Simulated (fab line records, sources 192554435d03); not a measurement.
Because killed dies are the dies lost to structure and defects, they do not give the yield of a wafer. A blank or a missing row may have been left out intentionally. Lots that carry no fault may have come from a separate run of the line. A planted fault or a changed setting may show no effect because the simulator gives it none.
Chamber matching    flow n5 finfet    4 sister chambers for N5_SDB_HM_OPEN_20 on rie diel-01
The step chemistry CH3F/O2, target SiNx, stops on poly-Si, target depth 24 nm. 14 wafers are shown with their chamber, then 7 later ones without.

## WAFERS WITH THEIR CHAMBER
wafer   chamber  drypump motor current A (A)  rf vpp V (V)  showerhead plenum p Torr (Torr)
L076.2  3        6.0                          303           2.05
L076.3  2        5.3                          278           2.13
L076.6  2        5.3                          281           2.13
L078.2  1        5.7                          302           1.98
L078.3  0        6.3                          305           2.04
L078.4  2        5.3                          279           2.12
L085.2  3        6.0                          305           2.04
L085.4  1        5.8                          302           1.98
L085.5  1        5.7                          301           1.98
L090.1  3        5.9                          304           2.04
L090.3  1        5.8                          301           1.98
L090.5  1        5.7                          301           1.98
L094.3  0        6.3                          306           2.02
L094.4  1        5.7                          301           1.97

SIGNATURES (averages over the wafers above)
reading                   chamber 0  chamber 1  chamber 2  chamber 3  scatter within a chamber
drypump motor current A   6.300      5.733      5.300      5.967      0.0447
rf vpp V                  305.50     301.33     279.33     304.00     0.922
showerhead plenum p Torr  2.0300     1.9783     2.1267     2.0433     0.00645
Rule: distance of a wafer from a chamber = root of the sum over the readings of ((wafer's reading minus chamber's mean) / reading's scatter) squared. If the next closest chamber is less than 2 further off than the closest, the wafer can't be placed; otherwise it belongs to the closest. The scatter: take each reading less its chamber's mean, square it, sum over the shown wafers, divide by the number of wafers less the number of chambers, and take the root.

## WAFERS MISSING THEIR CHAMBER
wafer   drypump motor current A (A)  rf vpp V (V)  showerhead plenum p Torr (Torr)
L094.6  5.8                          301           1.97
L095.2  6.3                          307           2.02
L095.5  6.0                          305           2.03
L095.6  5.3                          279           2.11
L097.2  5.7                          300           1.97
L097.4  5.3                          279           2.11
L097.6  5.8                          302           1.97

## CHAMBER TAKEN BY EACH
wafer   from the rows above  in truth
L094.6  1                    1
L095.2  0                    0
L095.5  3                    3
L095.6  2                    2
L097.2  1                    1
L097.4  2                    2
L097.6  1                    1
Placed correctly: 7 of 7. Number that these rows cannot place: 0. Placed wrongly: 0.
